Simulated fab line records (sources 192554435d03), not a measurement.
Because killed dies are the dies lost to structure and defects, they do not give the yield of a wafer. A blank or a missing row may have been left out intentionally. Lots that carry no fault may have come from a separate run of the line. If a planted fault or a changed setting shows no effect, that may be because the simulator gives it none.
Struck lot and sound lot, side by side | flow n5_finfet | 14 out of 1938 route steps
Sound: the wafers L802.1, L802.2, L802.6. Struck: wafer L811.3 (left out: L811.2, a lot-mate that was not struck); the cause follows at the end.
Each step with rows lists, per side, the tool, then ch with its chambers, then its first start. Under that, the readings that differ: sound wafers | struck wafers | difference of the means | sigmas: that difference in standard deviations of wafers without a fault.
alike: same words and numbers on both sides, and readings whose means sit less than 2 such deviations apart. not compared: any withheld reading, any reading some wafer has no value for, any bound like >300 that may hide the same value, and any number with overlapping values for which the record gives no deviation.
Wherever a step has rows on one side only, a row that says differs or no value, or a row with sigmas, the two part there. Non-overlapping numbers with no deviation appear without sigmas and do not part them. A reading that every wafer of one side lacks parts them only if that side has two wafers or more.

N5_BEOL_M0_SPUTTER_132: material Cu, target thk 4 nm, time 7.37 s.
  sound on pvd_sputter-02, day 7 02:47; struck on pvd_sputter-01, day 9 07:53
  reading                | sound          | struck | difference | sigmas
  throttle_valve_pct (%) | 28.8 29.0 28.9 | 30.9   | +2.0       | +2
  alike: chuck_sensor_temp_C
N5_BEOL_M0_ANNEAL_133: time 60 s.
  sound on pvd_sputter-02, day 7 02:52; struck on pvd_sputter-01, day 9 07:58
  alike: heater_power_w, susceptor_temp_C_max
then, 5 steps without rows for these wafers: N5_BEOL_M0_SPUTTER_134 (material Cu, target thk 4 nm, time 7.37 s); N5_BEOL_M0_ANNEAL_135 (time 60 s); N5_BEOL_M0_SPUTTER_141 (material Cu, target thk 4 nm, time 7.37 s); N5_BEOL_M0_ECD_118 (material Cu, target thk 300 nm); N5_BEOL_M0_ANNEAL_119 (time 90 s).
N5_BEOL_M0_CMP_120: polishes, stops on SiOC, t overpolish 6.9 s.
  sound on cmp-02 ch 1,2,3, day 7 03:35; struck on cmp-02 ch 3, day 9 08:37
  alike: barrier_field_endpoint_s, motor_current_A, overpolish_run_s, time_to_endpoint_s
N5_BEOL_M0_PRE_CLEAN_131: time 15 s.
  sound on cvd_co-02 ch 0,2, day 7 03:51; struck on cvd_co-02 ch 1, day 9 08:56
  reading            | sound      | struck | difference | sigmas
  heater_power_w (W) | 77 102 102 | 51     | -43        | -3
N5_BEOL_M0_CO_CAP_123: material Co, precursor CCTBA/H2, target thk 2 nm, time 102.1 s.
  sound on cvd_co-02 ch 0,2, day 7 03:53; struck on cvd_co-02 ch 1, day 9 08:59
  reading            | sound       | struck | difference | sigmas
  heater_power_w (W) | 222 250 255 | 192    | -50        | -2
then, 1 step without rows for these wafers: N5_BEOL_M0_PRE_CLEAN_124 (time 15 s).
N5_BEOL_M0_DEP_125: deposits SiCN from 3MS/NH3, target thk 8 nm, time 14 s.
  sound on pecvd-02 ch 0,1, day 7 04:00; struck on pecvd-02 ch 1, day 9 09:06
  reading                                   | sound   | struck | difference | sigmas
  model.SiCN_of_BEOL_M0_DEP_125.thk_nm (nm) | 8 8 8.2 | 7.2    | -0.9       |
  alike: showerhead_plenum_p_Torr, throttle_valve_pct
N5_BEOL_M0_RS_MEAS_126: uses a four-point probe to measure.
  sound on film_metro-01, day 7 04:04; struck on film_metro-01, day 9 09:10
  reading        | sound             | struck | difference | sigmas
  M0_RS (ohm/sq) | 0.522 0.527 0.535 | 0.573  | +0.045     | +2
-- record jumps: 2 days separate the struck wafers' starts on either side; left off in module BEOL_M0, taken up again in module BEOL_M4, whose first shown step is the route's number 1111 --
N5_BEOL_M4_RC_MEAS_101:
  sound on prober-02 ch 0, day 9 08:28; struck on prober-02 ch 0, day 11 18:31
  reading        | sound             | struck | difference | sigmas
  IOFF_P (nA/um) | 0.213 0.258 0.249 | 0.182  | -0.058     | -2
  ION_P (uA/um)  | 477 471 474       | 460    | -14        | -2
  VT_P (mV)      | -247 -247 -247    | -256   | -9         | -3
  alike: DIBL_N, DIBL_P, IOFF_N, ION_N, SS_N, SS_P, VT_N

WHERE THEY PART
At N5_BEOL_M0_SPUTTER_132 first; at N5_BEOL_M4_RC_MEAS_101 last (within this record only).

WHY: what the simulator had put in
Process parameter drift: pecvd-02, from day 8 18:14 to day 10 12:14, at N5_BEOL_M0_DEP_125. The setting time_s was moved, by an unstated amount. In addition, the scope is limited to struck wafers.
